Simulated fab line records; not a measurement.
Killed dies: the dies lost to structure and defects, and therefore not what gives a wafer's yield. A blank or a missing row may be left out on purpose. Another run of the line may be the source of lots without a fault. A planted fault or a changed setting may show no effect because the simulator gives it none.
Which of the tools did it? / flow nand_harc / route of 1159 steps, sampled at 1 step: 6 lots, 18 wafers

WHAT THE GAUGES SHOWED, per wafer
NHARC_A_BLC_OVL_MEAS_11.
lot=L894; measured=day 18 01:08; on=overlay-01; overlay_x_nm (nm)=0.4 0.1 0.2
lot=L897; measured=day 18 08:53; on=overlay-02; overlay_x_nm (nm)=-0.9 -0.5 -0.6
lot=L899; measured=day 19 05:33; on=overlay-02; overlay_x_nm (nm)=1.3 1.1 0.9
lot=L907; measured=day 20 12:01; on=overlay-01; overlay_x_nm (nm)=-1.2 -1.8 -1.6
lot=L909; measured=day 21 17:03; on=overlay-02; overlay_x_nm (nm)=0.9 0.7 1.4
lot=L915; measured=day 22 06:40; on=overlay-02; overlay_x_nm (nm)=-0.5 -0.4 -0.4

EACH LOT AND THE TOOL THAT RAN IT (in order: tool; ch and the chambers of the sampled wafers; start)
The record shows no process step preceding these readings.

THE ANSWER, worked out from the rows above alone
Rule: usual is defined by the lots themselves. Put in order of their means at a reading, lots are off if they are a third of the lots or fewer, leave a main group of 4 or more, and stand apart from it by a gap of 3 or more times the standard deviation of the main group's means; of several such gaps the widest counts. The tables above print the reading to a certain number of digits; a main group whose means all agree to those digits is not used. Also off: a lot with no number at a reading for which 4 or more lots have one. All remaining lots with rows at the step are treated as sound.
None of the lots is off at any reading shown; this tells nothing.

WHAT THE SIMULATOR HAD INSERTED
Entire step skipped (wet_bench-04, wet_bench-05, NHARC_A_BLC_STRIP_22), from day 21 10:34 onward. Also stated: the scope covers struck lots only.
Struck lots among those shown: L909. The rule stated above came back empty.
